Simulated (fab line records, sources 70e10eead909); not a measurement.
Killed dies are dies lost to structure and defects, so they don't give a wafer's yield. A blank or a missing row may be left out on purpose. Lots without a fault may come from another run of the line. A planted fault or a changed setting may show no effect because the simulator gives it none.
Problem report in the 8D (eight disciplines) form, filled by code | flow nand_harc | the parts of the form that need people (team, actions taken, sign-off) are left out

1. THE PROBLEM
thk_nm at NHARC_A_ONON_D1_THK_MEAS_02 reads a mean of 706 nm on 4 wafers of 2 lots; wafers without a fault read 1000 nm with a standard deviation of 7.4. That is -40 standard deviations from the usual mean.
The step: measures by ellipsometry.
First seen on wafer L694.1, day 11 22:52, on film_metro-01. The record holds 39 wafers of 13 lots with a number at this step. Rule for "out", or "out of limits": more than 4 standard deviations from the usual mean. The other wafers with a number count as sound.

2. WHAT IT IS AND WHAT IT IS NOT
question                    | is                             | is not
which readings at this step | thk_nm                         | -
which lots                  | L694, L697                     | L676, L677, L678, L680, L681, L682, L683, L685, L686, L687, L689
which wafers of those lots  | L694.1, L694.6, L697.1, L697.6 | L694.5, L697.2
read on which gauges        | film_metro-01, film_metro-02   | -
when                        | from day 11 22:52              | up to then (34 sound wafers); but 1 sound wafer of L697 came after

3. SUSPECTS, AND WHAT RULES EACH OUT
Counting: a tool at a process step up to the reading stays a suspect if it ran every lot that is out. Sound lots after the first of them don't rule it out here, since some wafers of a struck lot are sound.
- the gauge at NHARC_A_ONON_D1_THK_MEAS_02: ruled out. The wafers that are out were read on 2 gauges (film_metro-01, film_metro-02).
- pecvd_onon-03 at NHARC_A_ONON_D1_DEP_00 (target thk 1000 nm): kept. It ran every lot that is out, first L694 (day 11 22:20); its last sound lot up to then is L689 (day 10 11:28).
Left after counting: pecvd_onon-03 at NHARC_A_ONON_D1_DEP_00.

4. THE CAUSE (what the simulator had put in)
Process parameter drift: pecvd_onon-03, from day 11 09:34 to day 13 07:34, at NHARC_A_ONON_D1_DEP_00. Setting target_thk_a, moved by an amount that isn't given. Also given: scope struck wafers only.
Counting left only this tool.

5. THE CHAIN OF EFFECTS, in route order
Each row: a reading whose mean over the struck wafers that have a number lies more than 3 standard deviations from the usual. Only readings for which the record gives a usual standard deviation are gone through. hours: the time from each lot's start at the first step in this table that gives one to its start at this step, as a median over the lots. sigmas: the change in usual standard deviations.
hours | step                        | reading         | usual   | on struck wafers | change | sigmas
0     | NHARC_A_ONON_D1_THK_MEAS_02 | thk_nm          | 1000 nm | 706              | -294   | -40
326   | NHARC_END_SORT_01           | killed_at_array | 26      | 675              | +649   | +59
326   | NHARC_END_SORT_01           | killed_dies     | 29      | 677              | +648   | +59

6. WHAT WOULD HAVE CAUGHT IT SOONER
In this record the first reading out of limits at a measuring or inspecting step was taken at day 11 22:52, 13 hours after the fault began at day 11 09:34.
Of the tool readings at NHARC_A_ONON_D1_DEP_00 for which the record gives a usual standard deviation, none was out on any struck wafer, so an alarm limit of 4 standard deviations on them would not have fired.
Of the lots that are out (2), L697 began NHARC_A_ONON_D1_DEP_00 on pecvd_onon-03 after day 11 22:52. A hold on the tool at that time would have spared it.
